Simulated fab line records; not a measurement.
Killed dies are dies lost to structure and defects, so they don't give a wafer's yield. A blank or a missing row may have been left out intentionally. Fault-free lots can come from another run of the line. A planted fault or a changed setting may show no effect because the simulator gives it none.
Which of the tools did it? | flow nandHarc | Sampling: 13 lots, 39 wafers, 5 of 1302 route steps

== WHAT THE GAUGES SHOWED, per wafer ==
NHARC_THIN_TSV_CD_MEAS_16.
lot  | measured     | on       | cdNm (nm)
L567 | day 24 06:46 | cdSem-03 | 998.7 996.3 1001.3
L568 | day 24 05:41 | cdSem-01 | 998.3 1001.3 999.3
L569 | day 24 04:28 | cdSem-01 | 998.3 997.5 997.3
L570 | day 24 21:16 | cdSem-03 | 999.6 999.7 1000.3
L571 | day 25 11:42 | cdSem-03 | 997.1 998.5 998.7
L572 | day 26 10:28 | cdSem-03 | 999.9 998.2 995.7
L573 | day 26 16:22 | cdSem-03 | 998.4 1001.7 1000.0
L575 | day 26 11:40 | cdSem-03 | 998.7 1000.5 1000.8
L583 | day 29 21:25 | cdSem-03 | 998.4 998.2 1001.0
L587 | day 32 05:04 | cdSem-01 | 1000.0 1001.9 1004.5
L586 | day 32 06:14 | cdSem-02 | 998.9 996.0 1001.4
L589 | day 33 18:05 | cdSem-02 | 999.5 1002.9 1004.5
L590 | day 33 16:59 | cdSem-02 | 995.7 995.8 998.2

NHARC_END_SORT_01.
lot  | measured     | on        | killedAtArray | killedAtOther | killedAtPeriphery | killedDies | killedOpen | killedShort
L583 | day 30 11:41 | prober-02 | 136 55 54     | 0 0 0         | 4 11 11           | 140 66 65  | 5 3 7      | 1 2 2
L587 | day 32 20:58 | prober-02 | 26 39 22      | 1 2 0         | 4 1 5             | 31 42 27   | 7 4 1      | 1 2 3
L586 | day 33 05:04 | prober-01 | 40 42 44      | 1 1 1         | 4 2 3             | 45 45 48   | 1 3 5      | 1 2 1

== TOOL THAT RAN EACH LOT (tool first, then ch and the chambers of the sampled wafers, then the start) ==
lot  | NHARC_A_CHANNEL_FILL_D2_PRECLEAN_21 | NHARC_THIN_TSV_PVD_51                  | NHARC_THIN_TSV_PRE_CLEAN_54
L567 | wetBench-07 ch 0,2,5, day 14 22:59  | pvdSputter-03, day 24 10:38 or earlier | pvdSputter-01, day 24 10:38
L568 | wetBench-06 ch 0,5,6, day 14 22:59  | pvdSputter-03, day 24 09:33 or earlier | pvdSputter-01, day 24 09:33
L569 | wetBench-09 ch 1,4,7, day 15 05:20  | pvdSputter-01, day 24 08:21 or earlier | pvdSputter-02, day 24 08:21
L570 | wetBench-06 ch 0,2,7, day 15 16:08  | pvdSputter-01, day 25 01:08 or earlier | pvdSputter-01, day 25 01:08
L571 | wetBench-09 ch 2,3,4, day 16 17:57  | pvdSputter-02, day 25 15:35 or earlier | pvdSputter-03, day 25 15:35
L572 | wetBench-07 ch 1,2,3, day 16 17:58  | pvdSputter-03, day 26 14:32 or earlier | pvdSputter-02, day 26 14:32
L573 | wetBench-07 ch 0,5,7, day 17 12:39  | pvdSputter-02, day 26 20:16 or earlier | pvdSputter-01, day 26 20:16
L575 | wetBench-06 ch 3,5,6, day 17 12:39  | pvdSputter-01, day 26 15:34 or earlier | pvdSputter-03, day 26 15:34
L583 | wetBench-07 ch 0,1,7, day 21 08:42  | pvdSputter-03, day 30 01:25 or earlier | pvdSputter-03, day 30 01:25
L587 | wetBench-09 ch 1,3,6, day 22 23:16  | pvdSputter-03, day 32 08:55 or earlier | pvdSputter-02, day 32 08:55
L586 | wetBench-06 ch 4,5,7, day 23 03:55  | pvdSputter-01, day 32 10:07 or earlier | pvdSputter-01, day 32 10:07
L589 | wetBench-09 ch 1,2,7, day 23 14:56  | pvdSputter-01, day 33 22:40 or earlier | pvdSputter-02, day 33 22:40
L590 | wetBench-07 ch 1,2,3, day 24 04:44  | pvdSputter-01, day 33 21:24 or earlier | pvdSputter-02, day 33 21:24
- NHARC_A_CHANNEL_FILL_D2_PRECLEAN_21: cleans in dHF, time 30 s.
- NHARC_THIN_TSV_PVD_51: deposits Cu, target thk 100 nm.
- NHARC_THIN_TSV_PRE_CLEAN_54: time 30 s.

== AS READ BY THE TOOLS THEMSELVES (means over the sampled wafers that have a number; for cases with no such wafer, the mark the record gives instead) ==
NHARC_THIN_TSV_PVD_51.
lot  | tool          | throttleValvePct (%)
L567 | pvdSputter-03 | 28.9
L568 | pvdSputter-03 | 28.7
L569 | pvdSputter-01 | 29.2
L570 | pvdSputter-01 | 29.8
L571 | pvdSputter-02 | 30.0
L572 | pvdSputter-03 | 29.3
L573 | pvdSputter-02 | 29.4
L575 | pvdSputter-01 | 28.8
L583 | pvdSputter-03 | 29.6
L587 | pvdSputter-03 | 28.9
L586 | pvdSputter-01 | 29.9
L589 | pvdSputter-01 | 30.0
L590 | pvdSputter-01 | 30.2

NHARC_THIN_TSV_PRE_CLEAN_54.
lot  | tool          | heaterPowerW (W)
L567 | pvdSputter-01 | 367
L568 | pvdSputter-01 | 382
L569 | pvdSputter-02 | 386
L570 | pvdSputter-01 | 382
L571 | pvdSputter-03 | 443
L572 | pvdSputter-02 | 409
L573 | pvdSputter-01 | 383
L575 | pvdSputter-03 | 411
L583 | pvdSputter-03 | 437
L587 | pvdSputter-02 | 390
L586 | pvdSputter-01 | 421
L589 | pvdSputter-02 | 455
L590 | pvdSputter-02 | 455

== THE ANSWER, worked out from the rows above alone ==
Rule: what is usual is taken from the lots themselves. The widest of any qualifying gaps counts: lots, ordered by their means at a reading, are off when they make up no more than a third of the lots, leave a main group of 4 or more, and stand apart from it by 3 or more times the standard deviation of that group's means. If all means in a main group match to the digits the tables above print for the reading, that group is not used. A lot without any number at a reading at which 4 lots or more have one is off too. Any other lot the step has rows for is counted as sound. After the gauges, taken in route order, come the tools' own readings; for these a lot's mean is taken, as printed above. At the first step where some lot is off, the reading lying furthest off is the one used; lots without a number count as furthest.
Nothing can be told from this: no lot is off at any reading shown.

== WHAT THE SIMULATOR PUT IN ==
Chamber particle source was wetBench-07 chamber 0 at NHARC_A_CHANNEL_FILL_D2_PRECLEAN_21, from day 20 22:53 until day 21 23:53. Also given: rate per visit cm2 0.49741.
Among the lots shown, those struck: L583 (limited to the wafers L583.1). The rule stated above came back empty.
